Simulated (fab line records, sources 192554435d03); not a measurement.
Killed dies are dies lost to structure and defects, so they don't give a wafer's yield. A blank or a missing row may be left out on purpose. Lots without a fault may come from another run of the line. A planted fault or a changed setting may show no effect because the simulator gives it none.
Which tool did it? | flow n5_finfet | 22 lots, 66 wafers sampled, at 6 steps of a route of 1938

WHAT THE GAUGES READ, wafer by wafer
N5_GATE_CUT_THK_MEAS_24. Usual: GC_FILL_THK 220.1 nm, standard deviation 2.2.
lot  | measured     | on            | GC_FILL_THK (nm)  | flag
L074 | day 4 15:36  | film_metro-01 | 216.4 220.8 218.4 |
L075 | day 4 20:19  | film_metro-01 | 223.9 222.9 221.2 |
L077 | day 5 09:16  | film_metro-02 | 216.1 220.2 222.1 |
L078 | day 5 16:47  | film_metro-01 | 219.0 218.8 223.5 |
L079 | day 5 20:15  | film_metro-01 | 218.0 215.8 218.7 |
L080 | day 6 02:12  | film_metro-02 | 221.3 221.6 223.0 |
L081 | day 6 10:23  | film_metro-02 | 217.2 220.9 223.5 |
L083 | day 6 19:56  | film_metro-01 | 220.0 221.1 219.6 |
L084 | day 7 02:17  | film_metro-01 | 223.5 227.4 225.9 |
L085 | day 7 09:49  | film_metro-02 | 219.6 220.0 221.5 |
L086 | day 7 16:05  | film_metro-02 | 219.6 222.4 220.2 |
L087 | day 7 19:54  | film_metro-02 | 219.2 216.5 220.6 |
L088 | day 8 02:53  | film_metro-02 | 216.6 218.7 220.8 |
L090 | day 8 11:08  | film_metro-02 | 218.9 222.7 220.7 |
L089 | day 8 12:41  | film_metro-01 | 221.3 219.7 220.6 |
L091 | day 8 18:43  | film_metro-02 | 219.5 219.4 220.8 |
L092 | day 9 03:31  | film_metro-01 | 218.1 218.4 217.4 |
L093 | day 9 08:53  | film_metro-01 | 220.6 222.8 221.8 |
L094 | day 9 13:23  | film_metro-02 | 218.5 219.1 221.4 |
L095 | day 9 19:03  | film_metro-01 | 217.0 219.1 219.8 |
L096 | day 10 02:22 | film_metro-02 | 219.3 219.9 221.2 |
L097 | day 10 08:38 | film_metro-02 | 217.4 217.9 219.2 |

N5_MOL_CONTACT_COAG_CD_MEAS_99: target cd 17.2 nm. Usual: cd_nm 17.2 nm, standard deviation 0.39.
lot  | measured     | on        | cd_nm (nm)     | flag
L074 | day 4 17:17  | cd_sem-01 | 17.1 17.5 17.0 |
L075 | day 4 21:59  | cd_sem-03 | 16.9 17.1 18.1 |
L077 | day 5 10:50  | cd_sem-03 | 16.6 17.2 16.8 |
L078 | day 5 18:56  | cd_sem-03 | 16.9 17.5 17.8 |
L079 | day 5 21:56  | cd_sem-03 | 17.3 17.2 17.1 |
L080 | day 6 03:53  | cd_sem-03 | 16.7 17.4 16.5 |
L081 | day 6 11:57  | cd_sem-03 | 16.9 16.7 17.1 |
L083 | day 6 21:44  | cd_sem-02 | 16.0 16.6 17.3 |
L084 | day 7 03:58  | cd_sem-01 | 17.3 17.4 17.5 |
L085 | day 7 11:34  | cd_sem-02 | 17.0 17.3 18.1 |
L086 | day 7 17:38  | cd_sem-01 | 17.4 17.6 17.6 |
L087 | day 7 21:39  | cd_sem-01 | 17.5 17.1 17.3 |
L088 | day 8 04:38  | cd_sem-02 | 17.1 18.0 16.8 |
L090 | day 8 12:59  | cd_sem-02 | 17.4 17.8 18.3 |
L089 | day 8 20:53  | cd_sem-02 | 17.0 17.3 17.1 |
L091 | day 8 20:24  | cd_sem-01 | 17.6 17.0 17.9 |
L092 | day 9 05:16  | cd_sem-02 | 16.8 17.2 17.2 |
L093 | day 9 10:34  | cd_sem-01 | 17.2 17.6 17.4 |
L094 | day 9 15:05  | cd_sem-02 | 17.5 17.0 17.3 |
L095 | day 9 20:54  | cd_sem-03 | 17.7 17.6 17.3 |
L096 | day 10 03:57 | cd_sem-03 | 17.5 17.7 17.2 |
L097 | day 10 10:43 | cd_sem-03 | 16.6 17.7 17.7 |

WHICH TOOL RAN EACH LOT (tool, then ch and the chambers of the sampled wafers, then the start)
lot  | N5_GATE_CUT_DESCUM_18              | N5_GATE_CUT_HM_OPEN_40             | N5_GATE_CUT_CMP_23            | N5_MOL_CONTACT_COAG_CONTACT_ETCH_14
L074 | rie_diel-01 ch 0,1,3, day 4 12:32  | rie_diel-01 ch 0,1,3, day 4 12:42  | cmp-04 ch 0,2,3, day 4 15:18  | rie_diel-02 ch 0,1,3, day 4 17:04
L075 | rie_diel-03 ch 0,1,2, day 4 16:43  | rie_diel-03 ch 0,1,2, day 4 16:53  | cmp-03 ch 0,1,3, day 4 20:08  | rie_diel-02 ch 0,1, day 4 21:47
L077 | rie_diel-01 ch 1,2, day 5 06:39    | rie_diel-01 ch 1,2, day 5 06:49    | cmp-02 ch 0,1,2, day 5 09:03  | rie_diel-02 ch 2,3, day 5 10:37
L078 | rie_diel-03 ch 0,2, day 5 13:52    | rie_diel-03 ch 0,2, day 5 14:02    | cmp-02 ch 1,3, day 5 16:28    | rie_diel-04 ch 1,2, day 5 18:44
L079 | rie_diel-03 ch 2,3, day 5 17:38    | rie_diel-03 ch 2,3, day 5 17:47    | cmp-03 ch 0,3, day 5 19:57    | rie_diel-06 ch 0,2,3, day 5 21:43
L080 | rie_diel-03 ch 0,1,2, day 5 23:35  | rie_diel-03 ch 0,1,2, day 5 23:44  | cmp-04 ch 1,2,3, day 6 01:54  | rie_diel-04 ch 1,2,3, day 6 03:40
L081 | rie_diel-03 ch 1,2,3, day 6 07:45  | rie_diel-03 ch 1,2,3, day 6 07:55  | cmp-03 ch 1,3, day 6 10:07    | rie_diel-04 ch 0,1,3, day 6 11:44
L083 | rie_diel-03 ch 0,3, day 6 16:44    | rie_diel-03 ch 0,3, day 6 16:54    | cmp-03 ch 0,1,3, day 6 19:43  | rie_diel-06 ch 0,2,3, day 6 21:32
L084 | rie_diel-05 ch 0,1,2, day 6 23:39  | rie_diel-05 ch 0,1,2, day 6 23:49  | cmp-02 ch 1,2,3, day 7 02:04  | rie_diel-06 ch 0,3, day 7 03:45
L085 | rie_diel-05 ch 0,1, day 7 07:12    | rie_diel-05 ch 0,1, day 7 07:22    | cmp-04 ch 0,2,3, day 7 09:32  | rie_diel-06 ch 0,3, day 7 11:20
L086 | rie_diel-01 ch 0,1,3, day 7 13:16  | rie_diel-01 ch 0,1,3, day 7 13:25  | cmp-03 ch 0,1,3, day 7 15:47  | rie_diel-04 ch 1,2,3, day 7 17:26
L087 | rie_diel-01 ch 0,1,2, day 7 17:11  | rie_diel-01 ch 0,1,2, day 7 17:21  | cmp-04 ch 0,2, day 7 19:38    | rie_diel-04 ch 0,1,3, day 7 21:26
L088 | rie_diel-01 ch 0,1,2, day 8 00:08  | rie_diel-01 ch 0,1,2, day 8 00:18  | cmp-02 ch 0,1,3, day 8 02:35  | rie_diel-06 ch 0,3, day 8 04:25
L090 | rie_diel-03 ch 1,2, day 8 08:31    | rie_diel-03 ch 1,2, day 8 08:40    | cmp-03 ch 1,2, day 8 10:50    | rie_diel-04 ch 2,3, day 8 12:46
L089 | rie_diel-01 ch 0,2, day 8 08:58    | rie_diel-01 ch 0,2, day 8 09:07    | cmp-02 ch 0,1,2, day 8 12:26  | rie_diel-06 ch 0,2, day 8 20:40
L091 | rie_diel-03 ch 1,3, day 8 16:05    | rie_diel-03 ch 1,3, day 8 16:15    | cmp-04 ch 0,1,3, day 8 18:25  | rie_diel-02 ch 0,1,3, day 8 20:11
L092 | rie_diel-03 ch 1,2,3, day 9 00:53  | rie_diel-03 ch 1,2,3, day 9 01:04  | cmp-04 ch 0,2,3, day 9 03:13  | rie_diel-06 ch 2, day 9 04:57
L093 | rie_diel-01 ch 1,2,3, day 9 06:15  | rie_diel-01 ch 1,2,3, day 9 06:25  | cmp-04 ch 0,3, day 9 08:35    | rie_diel-02 ch 0,3, day 9 10:20
L094 | rie_diel-03 ch 0,1, day 9 10:46    | rie_diel-03 ch 0,1, day 9 10:56    | cmp-02 ch 1,2, day 9 13:06    | rie_diel-04 ch 0,3, day 9 14:53
L095 | rie_diel-05 ch 0,1,3, day 9 16:26  | rie_diel-05 ch 0,1,3, day 9 16:35  | cmp-03 ch 0,2,3, day 9 18:45  | rie_diel-04 ch 1,2,3, day 9 20:41
L096 | rie_diel-01 ch 0,1,2, day 9 23:28  | rie_diel-01 ch 0,1,2, day 9 23:38  | cmp-03 ch 1,2,3, day 10 02:05 | rie_diel-04 ch 1,2,3, day 10 03:44
L097 | rie_diel-03 ch 1,2,3, day 10 06:01 | rie_diel-03 ch 1,2,3, day 10 06:11 | cmp-04 ch 0,1,2, day 10 08:23 | rie_diel-02 ch 1,2, day 10 10:30
- N5_GATE_CUT_DESCUM_18: chemistry O2, time 7 s.
- N5_GATE_CUT_HM_OPEN_40: chemistry C4F6/O2, target SiO2, target depth 139 nm, time 85.1 s.
- N5_GATE_CUT_CMP_23: polishes, stops on SiO2, t overpolish 23.4 s, target thk 16 nm.
- N5_MOL_CONTACT_COAG_CONTACT_ETCH_14: etches SiO2 in C4F6/O2, target depth 27.5 nm, overetch 8.5 nm, time 20 s.

WHAT THE TOOLS THEMSELVES READ (means of the sampled wafers that have a number; where no wafer has one, the mark that the record gives instead)
N5_GATE_CUT_DESCUM_18. Usual: chamber_pressure_mTorr 20.002 mTorr, standard deviation 0.018; drypump_motor_current_A 5.5 A, standard deviation 0.49; oes_product_au 0.79 a.u., standard deviation 0.083; rf_vpp_V 242.9 V, standard deviation 1.4; showerhead_plenum_p_Torr 2.09 Torr, standard deviation 0.07; throttle_valve_pct 20.47 %, standard deviation 0.2.
lot  | tool        | chamber_pressure_mTorr (mTorr) | drypump_motor_current_A (A) | oes_product_au (a.u.) | rf_vpp_V (V) | showerhead_plenum_p_Torr (Torr) | throttle_valve_pct (%) | flag
L074 | rie_diel-01 | 19.998                         | 5.4                         | 0.85                  | 242.5        | 2.09                            | 20.43                  |
L075 | rie_diel-03 | 20.007                         | 5.7                         | 0.83                  | 242.3        | 2.06                            | 20.40                  |
L077 | rie_diel-01 | 19.994                         | 5.3                         | 0.78                  | 242.7        | 2.09                            | 20.70                  |
L078 | rie_diel-03 | 19.986                         | 5.3                         | 0.77                  | 242.2        | 2.05                            | 20.46                  |
L079 | rie_diel-03 | 19.987                         | 5.3                         | 0.74                  | 244.1        | 2.13                            | 20.49                  |
L080 | rie_diel-03 | 20.005                         | 5.7                         | 0.82                  | 242.7        | 2.06                            | 20.42                  |
L081 | rie_diel-03 | 20.000                         | 5.5                         | 0.81                  | 243.1        | 2.08                            | 20.39                  |
L083 | rie_diel-03 | 20.012                         | 5.7                         | 0.73                  | 244.3        | 2.12                            | 20.60                  |
L084 | rie_diel-05 | 20.000                         | 6.2                         | 0.81                  | 243.7        | 2.12                            | 20.21                  |
L085 | rie_diel-05 | 20.005                         | 5.9                         | 0.82                  | 243.6        | 2.13                            | 20.27                  |
L086 | rie_diel-01 | 19.996                         | 5.3                         | 0.81                  | 243.1        | 2.08                            | 20.47                  |
L087 | rie_diel-01 | 20.010                         | 5.2                         | 0.81                  | 242.5        | 2.10                            | 20.61                  |
L088 | rie_diel-01 | 19.987                         | 5.2                         | 0.81                  | 243.2        | 2.10                            | 20.61                  |
L090 | rie_diel-03 | 20.011                         | 5.8                         | 0.87                  | 242.2        | 2.03                            | 20.31                  |
L089 | rie_diel-01 | 20.020                         | 4.9                         | 0.81                  | 243.3        | 2.10                            | 20.61                  |
L091 | rie_diel-03 | 19.994                         | 5.6                         | 0.77                  | 242.9        | 2.13                            | 20.46                  |
L092 | rie_diel-03 | 19.996                         | 5.5                         | 0.78                  | 242.2        | 2.07                            | 20.42                  |
L093 | rie_diel-01 | 20.002                         | 5.4                         | 0.74                  | 242.3        | 2.06                            | 20.59                  |
L094 | rie_diel-03 | 19.984                         | 6.0                         | 0.84                  | 242.6        | 2.06                            | 20.39                  |
L095 | rie_diel-05 | 20.010                         | 5.8                         | 0.75                  | 242.5        | 2.11                            | 20.33                  |
L096 | rie_diel-01 | 19.985                         | 5.2                         | 0.80                  | 243.2        | 2.10                            | 20.64                  |
L097 | rie_diel-03 | 19.997                         | 5.5                         | 0.78                  | 242.2        | 2.07                            | 20.43                  |

N5_GATE_CUT_HM_OPEN_40. Usual: chamber_pressure_mTorr 29.996 mTorr, standard deviation 0.027; drypump_motor_current_A 5.5 A, standard deviation 0.48; etch_rf_on_time_s 94.4 s, standard deviation 2; oes_product_au 0.71 a.u., standard deviation 0.075; rf_vpp_V 663 V, standard deviation 14; showerhead_plenum_p_Torr 2.83 Torr, standard deviation 0.081; throttle_valve_pct 20.92 %, standard deviation 0.22.
lot  | tool        | chamber_pressure_mTorr (mTorr) | drypump_motor_current_A (A) | etch_rf_on_time_s (s) | oes_product_au (a.u.) | rf_vpp_V (V) | showerhead_plenum_p_Torr (Torr) | throttle_valve_pct (%) | flag
L074 | rie_diel-01 | 29.992                         | 5.4                         | 91.3                  | 0.78                  | 657          | 2.84                            | 20.89                  |
L075 | rie_diel-03 | 30.010                         | 5.7                         | 96.6                  | 0.74                  | 671          | 2.80                            | 20.86                  |
L077 | rie_diel-01 | 30.004                         | 5.2                         | 93.1                  | 0.70                  | 673          | 2.84                            | 21.20                  |
L078 | rie_diel-03 | 29.996                         | 5.4                         | 94.5                  | 0.69                  | 668          | 2.78                            | 20.96                  |
L079 | rie_diel-03 | 30.017                         | 5.3                         | 92.8                  | 0.67                  | 649          | 2.87                            | 20.90                  |
L080 | rie_diel-03 | 29.981                         | 5.7                         | 95.1                  | 0.74                  | 671          | 2.79                            | 20.88                  |
L081 | rie_diel-03 | 29.984                         | 5.5                         | 95.2                  | 0.73                  | 658          | 2.82                            | 20.82                  |
L083 | rie_diel-03 | 30.016                         | 5.7                         | 95.6                  | 0.66                  | 672          | 2.88                            | 21.00                  |
L084 | rie_diel-05 | 29.998                         | 6.1                         | 97.2                  | 0.74                  | 654          | 2.87                            | 20.60                  |
L085 | rie_diel-05 | 30.011                         | 5.9                         | 93.5                  | 0.75                  | 652          | 2.88                            | 20.69                  |
L086 | rie_diel-01 | 29.992                         | 5.4                         | 95.4                  | 0.74                  | 656          | 2.83                            | 20.93                  |
L087 | rie_diel-01 | 29.988                         | 5.2                         | 93.3                  | 0.74                  | 663          | 2.86                            | 21.06                  |
L088 | rie_diel-01 | 29.984                         | 5.2                         | 93.3                  | 0.74                  | 664          | 2.85                            | 21.08                  |
L090 | rie_diel-03 | 29.986                         | 5.7                         | 94.0                  | 0.77                  | 666          | 2.76                            | 20.77                  |
L089 | rie_diel-01 | 29.957                         | 4.9                         | 95.3                  | 0.73                  | 653          | 2.84                            | 21.07                  |
L091 | rie_diel-03 | 29.993                         | 5.6                         | 94.6                  | 0.69                  | 653          | 2.87                            | 20.85                  |
L092 | rie_diel-03 | 30.006                         | 5.6                         | 94.4                  | 0.70                  | 658          | 2.81                            | 20.85                  |
L093 | rie_diel-01 | 30.026                         | 5.4                         | 96.3                  | 0.67                  | 666          | 2.80                            | 21.09                  |
L094 | rie_diel-03 | 29.974                         | 6.0                         | 94.2                  | 0.75                  | 674          | 2.79                            | 20.83                  |
L095 | rie_diel-05 | 29.993                         | 5.8                         | 93.6                  | 0.69                  | 660          | 2.85                            | 20.73                  |
L096 | rie_diel-01 | 29.985                         | 5.2                         | 94.0                  | 0.72                  | 662          | 2.85                            | 21.09                  |
L097 | rie_diel-03 | 30.006                         | 5.6                         | 92.6                  | 0.70                  | 657          | 2.80                            | 20.86                  |

N5_GATE_CUT_CMP_23. Usual: motor_current_A 8.7 A, standard deviation 0.88; overpolish_run_s 23.400 s, standard deviation 0.009; platen_rpm 51.80 rpm, standard deviation 0.036; time_to_endpoint_s 17.6 s, standard deviation 2.6.
lot  | tool   | motor_current_A (A) | overpolish_run_s (s) | platen_rpm (rpm) | time_to_endpoint_s (s) | flag
L074 | cmp-04 | 9.4                 | 23.388               | 51.80            | 17.4                   |
L075 | cmp-03 | 8.1                 | 23.400               | 51.82            | 17.6                   |
L077 | cmp-02 | 8.4                 | 23.402               | 51.80            | 12.4                   |
L078 | cmp-02 | 8.7                 | 23.407               | 51.78            | 14.6                   |
L079 | cmp-03 | 8.4                 | 23.391               | 51.80            | 20.6                   |
L080 | cmp-04 | 9.3                 | 23.394               | 51.79            | 17.9                   |
L081 | cmp-03 | 8.4                 | 23.408               | 51.78            | 15.5                   |
L083 | cmp-03 | 8.1                 | 23.400               | 51.78            | 15.4                   |
L084 | cmp-02 | 8.3                 | 23.398               | 51.76            | 17.8                   |
L085 | cmp-04 | 9.1                 | 23.390               | 51.78            | 18.6                   |
L086 | cmp-03 | 8.2                 | 23.402               | 51.78            | 18.5                   |
L087 | cmp-04 | 8.6                 | 23.392               | 51.80            | 19.1                   |
L088 | cmp-02 | 8.4                 | 23.394               | 51.79            | 19.8                   |
L090 | cmp-03 | 8.4                 | 23.393               | 51.80            | 19.5                   |
L089 | cmp-02 | 8.1                 | 23.404               | 51.79            | 17.6                   |
L091 | cmp-04 | 9.8                 | 23.392               | 51.79            | 18.4                   |
L092 | cmp-04 | 9.2                 | 23.404               | 51.84            | 18.3                   |
L093 | cmp-04 | 9.8                 | 23.405               | 51.80            | 16.4                   |
L094 | cmp-02 | 7.8                 | 23.403               | 51.80            | 18.0                   |
L095 | cmp-03 | 8.3                 | 23.398               | 51.82            | 19.0                   |
L096 | cmp-03 | 8.7                 | 23.399               | 51.82            | 19.5                   |
L097 | cmp-04 | 9.0                 | 23.402               | 51.82            | 14.3                   |

N5_MOL_CONTACT_COAG_CONTACT_ETCH_14. Usual: chamber_pressure_mTorr 30.001 mTorr, standard deviation 0.028; drypump_motor_current_A 5.7 A, standard deviation 0.38; oes_product_au 0.65 a.u., standard deviation 0.063; rf_vpp_V 692 V, standard deviation 3.1; showerhead_plenum_p_Torr 2.88 Torr, standard deviation 0.08; throttle_valve_pct 21.49 %, standard deviation 0.24.
lot  | tool        | chamber_pressure_mTorr (mTorr) | drypump_motor_current_A (A) | oes_product_au (a.u.) | rf_vpp_V (V) | showerhead_plenum_p_Torr (Torr) | throttle_valve_pct (%) | flag
L074 | rie_diel-02 | 29.996                         | 5.5                         | 0.73                  | 696          | 3.00                            | 21.40                  |
L075 | rie_diel-02 | 30.002                         | 5.4                         | 0.74                  | 695          | 2.98                            | 21.56                  |
L077 | rie_diel-02 | 30.008                         | 5.2                         | 0.67                  | 694          | 2.94                            | 21.31                  |
L078 | rie_diel-04 | 29.995                         | 6.1                         | 0.68                  | 691          | 2.81                            | 21.21                  |
L079 | rie_diel-06 | 29.994                         | 5.7                         | 0.61                  | 692          | 2.86                            | 21.67                  |
L080 | rie_diel-04 | 30.015                         | 5.8                         | 0.68                  | 691          | 2.85                            | 21.34                  |
L081 | rie_diel-04 | 30.002                         | 5.7                         | 0.69                  | 692          | 2.87                            | 21.37                  |
L083 | rie_diel-06 | 30.005                         | 5.7                         | 0.60                  | 692          | 2.86                            | 21.69                  |
L084 | rie_diel-06 | 29.983                         | 5.9                         | 0.59                  | 692          | 2.89                            | 21.81                  |
L085 | rie_diel-06 | 29.985                         | 5.9                         | 0.58                  | 693          | 2.91                            | 21.62                  |
L086 | rie_diel-04 | 30.018                         | 5.8                         | 0.66                  | 692          | 2.85                            | 21.35                  |
L087 | rie_diel-04 | 30.006                         | 5.7                         | 0.68                  | 692          | 2.86                            | 21.39                  |
L088 | rie_diel-06 | 30.016                         | 5.9                         | 0.58                  | 693          | 2.88                            | 21.81                  |
L090 | rie_diel-04 | 30.001                         | 6.2                         | 0.62                  | 690          | 2.79                            | 21.36                  |
L089 | rie_diel-06 | 29.989                         | 5.5                         | 0.60                  | 690          | 2.82                            | 21.61                  |
L091 | rie_diel-02 | 29.994                         | 5.6                         | 0.69                  | 696          | 2.99                            | 21.46                  |
L092 | rie_diel-06 | 30.002                         | 5.2                         | 0.61                  | 688          | 2.77                            | 21.69                  |
L093 | rie_diel-02 | 29.996                         | 5.6                         | 0.72                  | 697          | 3.00                            | 21.35                  |
L094 | rie_diel-04 | 30.016                         | 6.0                         | 0.65                  | 689          | 2.82                            | 21.45                  |
L095 | rie_diel-04 | 30.008                         | 5.8                         | 0.65                  | 691          | 2.84                            | 21.38                  |
L096 | rie_diel-04 | 29.998                         | 5.8                         | 0.65                  | 691          | 2.84                            | 21.38                  |
L097 | rie_diel-02 | 29.981                         | 5.4                         | 0.60                  | 694          | 2.94                            | 21.53                  |

THE ANSWER, worked out from the rows above alone
Rule: a lot is off if the mean of its wafers that have a number lies more than 3 standard deviations from the usual mean. A lot without any number at a reading at which 4 lots or more have one is off too. The other lots that the step has rows for count as sound. The gauges are gone through in route order, then the tools' own readings, and for those a lot's mean is taken as printed above. The first step at which some lot is off is used, and at that step the reading that is off furthest; a lot without a number counts as furthest.
No lot is off at any reading shown: from this, nothing can be told.

WHAT THE SIMULATOR HAD PUT IN
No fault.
